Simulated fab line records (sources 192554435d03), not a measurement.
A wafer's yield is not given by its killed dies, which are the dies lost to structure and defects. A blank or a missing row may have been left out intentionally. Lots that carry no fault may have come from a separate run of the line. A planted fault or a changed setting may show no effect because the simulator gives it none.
Matching of chambers | flow n5-finfet | N5_BEOL_M5_DESCUM_33 on rie-diel-06: 4 sister chambers
The step chemistry O2, time 7 s. 4 wafers are shown with their chamber, then 10 later ones without.

## WAFERS, EACH WITH ITS CHAMBER
wafer  | chamber | showerhead-plenum-p-Torr (Torr)
L081.1 | 2       | 2.16
L081.5 | 1       | 2.10
L090.5 | 0       | 2.19
L090.6 | 3       | 1.99

## WAFERS WITH NO CHAMBER GIVEN
wafer  | showerhead-plenum-p-Torr (Torr)
L087.2 | 1.99
L087.3 | 2.19
L087.5 | 2.10
L092.1 | 2.19
L092.2 | 2.09
L092.4 | 2.10
L094.1 | 1.99
L094.3 | 2.19
L094.4 | 2.19
L097.5 | 1.99

## WHICH CHAMBER EACH ONE RAN IN
wafer  | from the rows above | in truth
L087.2 | 3                   | 3
L087.3 | 0                   | 0
L087.5 | 1                   | 1
L092.1 | 0                   | 0
L092.2 | 1                   | 1
L092.4 | 1                   | 1
L094.1 | 3                   | 3
L094.3 | 0                   | 0
L094.4 | 0                   | 0
L097.5 | 3                   | 3
Placed correctly: 10 of 10. Left unplaced by these rows: 0. 0 placed wrongly.
How it was worked out, from the rows above alone: a wafer's distance from a chamber is the root of the sum, over the readings, of the square of ((its reading less the chamber's mean) divided by the reading's scatter). The wafer belongs to the nearest chamber; if the next one is less than 2 further off, it can't be placed. A chamber's mean is the mean of its shown wafers. The scatter: with one shown wafer a chamber, the root of the mean of the squares of how far each hidden wafer lies from its nearest shown one.
